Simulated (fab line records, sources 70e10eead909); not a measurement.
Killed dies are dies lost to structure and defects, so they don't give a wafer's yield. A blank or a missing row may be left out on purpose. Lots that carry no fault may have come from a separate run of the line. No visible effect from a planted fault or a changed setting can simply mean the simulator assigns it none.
Which of the tools did it? || flow nandHarc || 72 wafers from 24 lots sampled at 3 of the route's 1302 steps

== WHAT THE GAUGES READ, wafer by wafer ==
NHARC_A_CONTACT_OVL_MEAS_43.
{"lot": "L075", "measured": "day 21 12:44", "on": "overlay-02", "overlayXNm (nm)": "-0.5 -0.7 -1.0", "overlayYNm (nm)": "-0.1 0.2 0.3"}
{"lot": "L077", "measured": "day 22 02:10", "on": "overlay-01", "overlayXNm (nm)": "0.0 0.3 0.2", "overlayYNm (nm)": "0.5 0.9 1.0"}
{"lot": "L076", "measured": "day 22 02:31", "on": "overlay-02", "overlayXNm (nm)": "0.0 0.3 0.0", "overlayYNm (nm)": "0.9 0.0 0.6"}
{"lot": "L074", "measured": "day 22 09:32", "on": "overlay-02", "overlayXNm (nm)": "2.3 1.4 1.7", "overlayYNm (nm)": "-0.3 -0.3 0.2"}
{"lot": "L078", "measured": "day 22 08:38", "on": "overlay-02", "overlayXNm (nm)": "0.9 0.9 0.9", "overlayYNm (nm)": "-0.6 -0.4 -0.3"}
{"lot": "L079", "measured": "day 23 09:46", "on": "overlay-01", "overlayXNm (nm)": "0.0 -0.2 -0.5", "overlayYNm (nm)": "2.3 2.0 2.3"}
{"lot": "L081", "measured": "day 23 09:37", "on": "overlay-02", "overlayXNm (nm)": "0.3 0.2 0.4", "overlayYNm (nm)": "-0.3 -0.3 -0.3"}
{"lot": "L080", "measured": "day 23 14:26", "on": "overlay-01", "overlayXNm (nm)": "1.0 0.4 -0.1", "overlayYNm (nm)": "-0.2 0.1 -0.6"}
{"lot": "L083", "measured": "day 24 19:50", "on": "overlay-01", "overlayXNm (nm)": "0.1 0.8 0.5", "overlayYNm (nm)": "0.5 0.4 -0.2"}
{"lot": "L082", "measured": "day 24 21:37", "on": "overlay-01", "overlayXNm (nm)": "0.0 -0.4 -0.5", "overlayYNm (nm)": "2.1 1.6 1.6"}
{"lot": "L085", "measured": "day 25 18:32", "on": "overlay-02", "overlayXNm (nm)": "-0.7 -0.8 -1.3", "overlayYNm (nm)": "-1.8 -0.9 -0.9"}
{"lot": "L086", "measured": "day 26 10:42", "on": "overlay-01", "overlayXNm (nm)": "0.9 0.8 0.6", "overlayYNm (nm)": "0.7 0.7 0.0"}
{"lot": "L084", "measured": "day 26 09:25", "on": "overlay-02", "overlayXNm (nm)": "0.4 0.0 0.0", "overlayYNm (nm)": "0.1 0.8 0.3"}
{"lot": "L088", "measured": "day 27 16:28", "on": "overlay-02", "overlayXNm (nm)": "1.2 1.3 1.6", "overlayYNm (nm)": "-0.5 -0.5 -0.1"}
{"lot": "L087", "measured": "day 27 12:25", "on": "overlay-01", "overlayXNm (nm)": "0.4 0.1 0.1", "overlayYNm (nm)": "-2.0 -2.4 -2.2"}
{"lot": "L090", "measured": "day 27 12:16", "on": "overlay-02", "overlayXNm (nm)": "0.2 -0.2 -0.1", "overlayYNm (nm)": "-0.9 -0.3 -0.7"}
{"lot": "L089", "measured": "day 27 20:50", "on": "overlay-02", "overlayXNm (nm)": "-0.5 -0.3 -0.2", "overlayYNm (nm)": "0.5 0.6 0.7"}
{"lot": "L091", "measured": "day 28 01:20", "on": "overlay-01", "overlayXNm (nm)": "1.5 0.3 1.3", "overlayYNm (nm)": "-0.6 -0.3 0.1"}
{"lot": "L092", "measured": "day 29 06:07", "on": "overlay-02", "overlayXNm (nm)": "0.1 -0.6 -1.0", "overlayYNm (nm)": "-0.5 0.0 -0.3"}
{"lot": "L093", "measured": "day 29 14:13", "on": "overlay-01", "overlayXNm (nm)": "-0.3 -0.8 -1.0", "overlayYNm (nm)": "0.8 1.4 1.1"}
{"lot": "L095", "measured": "day 30 10:47", "on": "overlay-01", "overlayXNm (nm)": "-1.2 -0.6 -1.0", "overlayYNm (nm)": "0.5 0.3 0.9"}
{"lot": "L096", "measured": "day 30 16:39", "on": "overlay-01", "overlayXNm (nm)": "0.0 -0.1 -0.3", "overlayYNm (nm)": "-0.6 -0.2 -0.8"}
{"lot": "L094", "measured": "day 30 20:01", "on": "overlay-02", "overlayXNm (nm)": "-0.7 -0.6 -0.5", "overlayYNm (nm)": "0.1 0.7 0.3"}
{"lot": "L097", "measured": "day 31 07:15", "on": "overlay-02", "overlayXNm (nm)": "0.3 0.5 -0.1", "overlayYNm (nm)": "1.5 1.0 1.1"}

== WHAT TOOL EACH LOT RAN ON (gives the tool, then ch and the chambers of the sampled wafers, and finally the start) ==
{"lot": "L075", "NHARC_A_WL_FILL_CVD_03": "cvdW-01 ch 0,1, day 20 12:38", "NHARC_A_WL_FILL_STRIP_29": "rieDiel-12 ch 0,2,3, day 21 00:38"}
{"lot": "L077", "NHARC_A_WL_FILL_CVD_03": "cvdW-02 ch 0,1, day 21 00:27", "NHARC_A_WL_FILL_STRIP_29": "rieDiel-12 ch 0,1,3, day 21 11:21"}
{"lot": "L076", "NHARC_A_WL_FILL_CVD_03": "cvdW-01 ch 0,1, day 21 00:43", "NHARC_A_WL_FILL_STRIP_29": "rieDiel-02 ch 0,1,2, day 21 11:20"}
{"lot": "L074", "NHARC_A_WL_FILL_CVD_03": "cvdW-01 ch 0,1, day 21 04:37", "NHARC_A_WL_FILL_STRIP_29": "rieDiel-02 ch 1,2,3, day 21 14:56"}
{"lot": "L078", "NHARC_A_WL_FILL_CVD_03": "cvdW-02 ch 0,1, day 21 05:07", "NHARC_A_WL_FILL_STRIP_29": "rieDiel-12 ch 1,2,3, day 21 14:58"}
{"lot": "L079", "NHARC_A_WL_FILL_CVD_03": "cvdW-02 ch 0,1, day 22 10:29", "NHARC_A_WL_FILL_STRIP_29": "rieDiel-07 ch 0,1, day 22 21:20"}
{"lot": "L081", "NHARC_A_WL_FILL_CVD_03": "cvdW-01 ch 0,1, day 22 10:40", "NHARC_A_WL_FILL_STRIP_29": "rieDiel-12 ch 0,1,3, day 22 21:19"}
{"lot": "L080", "NHARC_A_WL_FILL_CVD_03": "cvdW-01 ch 0,1, day 22 14:23", "NHARC_A_WL_FILL_STRIP_29": "rieDiel-07 ch 1,2,3, day 23 01:23"}
{"lot": "L083", "NHARC_A_WL_FILL_CVD_03": "cvdW-01 ch 0,1, day 23 18:08", "NHARC_A_WL_FILL_STRIP_29": "rieDiel-07 ch 0,2,3, day 24 07:04"}
{"lot": "L082", "NHARC_A_WL_FILL_CVD_03": "cvdW-02 ch 0,1, day 23 18:11", "NHARC_A_WL_FILL_STRIP_29": "rieDiel-02 ch 0,2, day 24 07:05"}
{"lot": "L085", "NHARC_A_WL_FILL_CVD_03": "cvdW-02 ch 0,1, day 24 19:06", "NHARC_A_WL_FILL_STRIP_29": "rieDiel-02 ch 1,2,3, day 25 05:58"}
{"lot": "L086", "NHARC_A_WL_FILL_CVD_03": "cvdW-02 ch 0,1, day 25 07:47", "NHARC_A_WL_FILL_STRIP_29": "rieDiel-12 ch 0,1,3, day 25 18:59"}
{"lot": "L084", "NHARC_A_WL_FILL_CVD_03": "cvdW-01 ch 0,1, day 25 07:53", "NHARC_A_WL_FILL_STRIP_29": "rieDiel-07 ch 0,1,2, day 25 18:58"}
{"lot": "L088", "NHARC_A_WL_FILL_CVD_03": "cvdW-01 ch 0,1, day 26 13:15", "NHARC_A_WL_FILL_STRIP_29": "rieDiel-02 ch 1,2,3, day 27 03:13"}
{"lot": "L087", "NHARC_A_WL_FILL_CVD_03": "cvdW-01 ch 0,1, day 26 16:04", "NHARC_A_WL_FILL_STRIP_29": "rieDiel-07 ch 0,2,3, day 27 00:07"}
{"lot": "L090", "NHARC_A_WL_FILL_CVD_03": "cvdW-02 ch 0,1, day 26 16:09", "NHARC_A_WL_FILL_STRIP_29": "rieDiel-02 ch 1,2,3, day 27 00:07"}
{"lot": "L089", "NHARC_A_WL_FILL_CVD_03": "cvdW-02 ch 0,1, day 26 19:08", "NHARC_A_WL_FILL_STRIP_29": "rieDiel-07 ch 0,1,3, day 27 08:29"}
{"lot": "L091", "NHARC_A_WL_FILL_CVD_03": "cvdW-01 ch 0,1, day 27 01:28", "NHARC_A_WL_FILL_STRIP_29": "rieDiel-02 ch 1,2,3, day 27 13:12"}
{"lot": "L092", "NHARC_A_WL_FILL_CVD_03": "cvdW-01 ch 0,1, day 28 03:23", "NHARC_A_WL_FILL_STRIP_29": "rieDiel-02 ch 0,2,3, day 28 17:45"}
{"lot": "L093", "NHARC_A_WL_FILL_CVD_03": "cvdW-02 ch 0, day 28 10:42", "NHARC_A_WL_FILL_STRIP_29": "rieDiel-12 ch 0,3, day 29 02:11"}
{"lot": "L095", "NHARC_A_WL_FILL_CVD_03": "cvdW-01 ch 0,1, day 29 09:04", "NHARC_A_WL_FILL_STRIP_29": "rieDiel-07 ch 0,2, day 29 22:32"}
{"lot": "L096", "NHARC_A_WL_FILL_CVD_03": "cvdW-01 ch 0,1, day 29 14:59", "NHARC_A_WL_FILL_STRIP_29": "rieDiel-12 ch 0,1,2, day 30 03:42"}
{"lot": "L094", "NHARC_A_WL_FILL_CVD_03": "cvdW-02 ch 0,1, day 29 18:50", "NHARC_A_WL_FILL_STRIP_29": "rieDiel-07 ch 2,3, day 30 06:49"}
{"lot": "L097", "NHARC_A_WL_FILL_CVD_03": "cvdW-01 ch 0,1, day 30 07:49", "NHARC_A_WL_FILL_STRIP_29": "rieDiel-07 ch 0,2, day 30 19:45"}
- NHARC_A_WL_FILL_CVD_03: deposits W, target thk 40 nm, time 279 s.
- NHARC_A_WL_FILL_STRIP_29: strips in O2, time 20 s.

== AS READ BY THE TOOLS THEMSELVES (means over the sampled wafers that have a number; for cases with no such wafer, the mark the record gives instead) ==
NHARC_A_WL_FILL_CVD_03.
{"lot": "L075", "tool": "cvdW-01", "heaterPowerW (W)": 491, "throttleValvePct (%)": 7.74}
{"lot": "L077", "tool": "cvdW-02", "heaterPowerW (W)": 495, "throttleValvePct (%)": 7.89}
{"lot": "L076", "tool": "cvdW-01", "heaterPowerW (W)": 501, "throttleValvePct (%)": 7.88}
{"lot": "L074", "tool": "cvdW-01", "heaterPowerW (W)": 494, "throttleValvePct (%)": 7.82}
{"lot": "L078", "tool": "cvdW-02", "heaterPowerW (W)": 498, "throttleValvePct (%)": 7.70}
{"lot": "L079", "tool": "cvdW-02", "heaterPowerW (W)": 471, "throttleValvePct (%)": 7.97}
{"lot": "L081", "tool": "cvdW-01", "heaterPowerW (W)": 503, "throttleValvePct (%)": 7.78}
{"lot": "L080", "tool": "cvdW-01", "heaterPowerW (W)": 494, "throttleValvePct (%)": 7.75}
{"lot": "L083", "tool": "cvdW-01", "heaterPowerW (W)": 488, "throttleValvePct (%)": 7.77}
{"lot": "L082", "tool": "cvdW-02", "heaterPowerW (W)": 500, "throttleValvePct (%)": 7.87}
{"lot": "L085", "tool": "cvdW-02", "heaterPowerW (W)": 500, "throttleValvePct (%)": 7.92}
{"lot": "L086", "tool": "cvdW-02", "heaterPowerW (W)": 510, "throttleValvePct (%)": 7.90}
{"lot": "L084", "tool": "cvdW-01", "heaterPowerW (W)": 477, "throttleValvePct (%)": 7.92}
{"lot": "L088", "tool": "cvdW-01", "heaterPowerW (W)": 476, "throttleValvePct (%)": 7.84}
{"lot": "L087", "tool": "cvdW-01", "heaterPowerW (W)": 480, "throttleValvePct (%)": 7.96}
{"lot": "L090", "tool": "cvdW-02", "heaterPowerW (W)": 499, "throttleValvePct (%)": 7.94}
{"lot": "L089", "tool": "cvdW-02", "heaterPowerW (W)": 505, "throttleValvePct (%)": 7.78}
{"lot": "L091", "tool": "cvdW-01", "heaterPowerW (W)": 478, "throttleValvePct (%)": 7.84}
{"lot": "L092", "tool": "cvdW-01", "heaterPowerW (W)": 482, "throttleValvePct (%)": 8.13}
{"lot": "L093", "tool": "cvdW-02", "heaterPowerW (W)": 497, "throttleValvePct (%)": 7.71}
{"lot": "L095", "tool": "cvdW-01", "heaterPowerW (W)": 483, "throttleValvePct (%)": 7.90}
{"lot": "L096", "tool": "cvdW-01", "heaterPowerW (W)": 486, "throttleValvePct (%)": 7.88}
{"lot": "L094", "tool": "cvdW-02", "heaterPowerW (W)": 487, "throttleValvePct (%)": 8.12}
{"lot": "L097", "tool": "cvdW-01", "heaterPowerW (W)": 494, "throttleValvePct (%)": 8.02}

NHARC_A_WL_FILL_STRIP_29.
{"lot": "L075", "tool": "rieDiel-12", "drypumpMotorCurrentA (A)": 5.5, "oesProductAu (a.u.)": 1.002, "rfVppV (V)": 58.2, "showerheadPlenumPTorr (Torr)": 3.59, "throttleValvePct (%)": 17.032}
{"lot": "L077", "tool": "rieDiel-12", "drypumpMotorCurrentA (A)": 5.2, "oesProductAu (a.u.)": 1.002, "rfVppV (V)": 58.1, "showerheadPlenumPTorr (Torr)": 3.65, "throttleValvePct (%)": 17.036}
{"lot": "L076", "tool": "rieDiel-02", "drypumpMotorCurrentA (A)": 5.8, "oesProductAu (a.u.)": 1.002, "rfVppV (V)": 58.2, "showerheadPlenumPTorr (Torr)": 3.63, "throttleValvePct (%)": 17.033}
{"lot": "L074", "tool": "rieDiel-02", "drypumpMotorCurrentA (A)": 5.9, "oesProductAu (a.u.)": 1.004, "rfVppV (V)": 59.0, "showerheadPlenumPTorr (Torr)": 3.69, "throttleValvePct (%)": 17.035}
{"lot": "L078", "tool": "rieDiel-12", "drypumpMotorCurrentA (A)": 5.6, "oesProductAu (a.u.)": 1.003, "rfVppV (V)": 57.8, "showerheadPlenumPTorr (Torr)": 3.54, "throttleValvePct (%)": 17.036}
{"lot": "L079", "tool": "rieDiel-07", "drypumpMotorCurrentA (A)": 5.3, "oesProductAu (a.u.)": 0.998, "rfVppV (V)": 57.9, "showerheadPlenumPTorr (Torr)": 3.72, "throttleValvePct (%)": 17.038}
{"lot": "L081", "tool": "rieDiel-12", "drypumpMotorCurrentA (A)": 5.2, "oesProductAu (a.u.)": 0.995, "rfVppV (V)": 57.7, "showerheadPlenumPTorr (Torr)": 3.65, "throttleValvePct (%)": 17.033}
{"lot": "L080", "tool": "rieDiel-07", "drypumpMotorCurrentA (A)": 5.9, "oesProductAu (a.u.)": 0.987, "rfVppV (V)": 58.2, "showerheadPlenumPTorr (Torr)": 3.58, "throttleValvePct (%)": 17.042}
{"lot": "L083", "tool": "rieDiel-07", "drypumpMotorCurrentA (A)": 6.0, "oesProductAu (a.u.)": 0.998, "rfVppV (V)": 57.3, "showerheadPlenumPTorr (Torr)": 3.55, "throttleValvePct (%)": 17.043}
{"lot": "L082", "tool": "rieDiel-02", "drypumpMotorCurrentA (A)": 5.9, "oesProductAu (a.u.)": 1.000, "rfVppV (V)": 57.5, "showerheadPlenumPTorr (Torr)": 3.64, "throttleValvePct (%)": 17.037}
{"lot": "L085", "tool": "rieDiel-02", "drypumpMotorCurrentA (A)": 5.9, "oesProductAu (a.u.)": 0.994, "rfVppV (V)": 58.0, "showerheadPlenumPTorr (Torr)": 3.69, "throttleValvePct (%)": 17.046}
{"lot": "L086", "tool": "rieDiel-12", "drypumpMotorCurrentA (A)": 5.1, "oesProductAu (a.u.)": 0.996, "rfVppV (V)": 57.6, "showerheadPlenumPTorr (Torr)": 3.65, "throttleValvePct (%)": 17.040}
{"lot": "L084", "tool": "rieDiel-07", "drypumpMotorCurrentA (A)": 5.7, "oesProductAu (a.u.)": 0.997, "rfVppV (V)": 57.2, "showerheadPlenumPTorr (Torr)": 3.61, "throttleValvePct (%)": 17.038}
{"lot": "L088", "tool": "rieDiel-02", "drypumpMotorCurrentA (A)": 5.9, "oesProductAu (a.u.)": 1.012, "rfVppV (V)": 59.3, "showerheadPlenumPTorr (Torr)": 3.69, "throttleValvePct (%)": 17.033}
{"lot": "L087", "tool": "rieDiel-07", "drypumpMotorCurrentA (A)": 6.0, "oesProductAu (a.u.)": 0.993, "rfVppV (V)": 57.0, "showerheadPlenumPTorr (Torr)": 3.55, "throttleValvePct (%)": 17.036}
{"lot": "L090", "tool": "rieDiel-02", "drypumpMotorCurrentA (A)": 5.9, "oesProductAu (a.u.)": 1.003, "rfVppV (V)": 58.4, "showerheadPlenumPTorr (Torr)": 3.69, "throttleValvePct (%)": 17.042}
{"lot": "L089", "tool": "rieDiel-07", "drypumpMotorCurrentA (A)": 5.6, "oesProductAu (a.u.)": 0.991, "rfVppV (V)": 57.7, "showerheadPlenumPTorr (Torr)": 3.66, "throttleValvePct (%)": 17.038}
{"lot": "L091", "tool": "rieDiel-02", "drypumpMotorCurrentA (A)": 5.9, "oesProductAu (a.u.)": 0.997, "rfVppV (V)": 58.4, "showerheadPlenumPTorr (Torr)": 3.69, "throttleValvePct (%)": 17.029}
{"lot": "L092", "tool": "rieDiel-02", "drypumpMotorCurrentA (A)": 5.8, "oesProductAu (a.u.)": 1.007, "rfVppV (V)": 58.0, "showerheadPlenumPTorr (Torr)": 3.64, "throttleValvePct (%)": 17.034}
{"lot": "L093", "tool": "rieDiel-12", "drypumpMotorCurrentA (A)": 5.1, "oesProductAu (a.u.)": 1.000, "rfVppV (V)": 58.7, "showerheadPlenumPTorr (Torr)": 3.70, "throttleValvePct (%)": 17.031}
{"lot": "L095", "tool": "rieDiel-07", "drypumpMotorCurrentA (A)": 6.2, "oesProductAu (a.u.)": 0.983, "rfVppV (V)": 58.0, "showerheadPlenumPTorr (Torr)": 3.49, "throttleValvePct (%)": 17.036}
{"lot": "L096", "tool": "rieDiel-12", "drypumpMotorCurrentA (A)": 5.6, "oesProductAu (a.u.)": 1.004, "rfVppV (V)": 57.9, "showerheadPlenumPTorr (Torr)": 3.57, "throttleValvePct (%)": 17.046}
{"lot": "L094", "tool": "rieDiel-07", "drypumpMotorCurrentA (A)": 6.3, "oesProductAu (a.u.)": 0.996, "rfVppV (V)": 57.4, "showerheadPlenumPTorr (Torr)": 3.46, "throttleValvePct (%)": 17.038}
{"lot": "L097", "tool": "rieDiel-07", "drypumpMotorCurrentA (A)": 6.1, "oesProductAu (a.u.)": 0.988, "rfVppV (V)": 57.3, "showerheadPlenumPTorr (Torr)": 3.49, "throttleValvePct (%)": 17.034}

== THE ANSWER, worked out from the rows above alone ==
Rule: what is usual is taken from the lots themselves. Put in order of their means at a reading, lots are off if they are a third of the lots or fewer, leave a main group of 4 or more, and stand apart from it by a gap of 3 or more times the standard deviation of the main group's means; of several such gaps the widest counts. The tables above print the reading to a certain number of digits; a main group whose means all agree to those digits is not used. A lot without any number at a reading at which 4 lots or more have one is off too. All remaining lots with rows at the step are treated as sound. Order of review: gauges by route order, followed by the tools' own readings, for which a lot's mean as printed above is used. The first step at which some lot is off is used, and at that step the reading that is off furthest; a lot without a number counts as furthest.
None of the lots is off at any reading shown; this tells nothing.

== WHAT HAD BEEN PUT IN BY THE SIMULATOR ==
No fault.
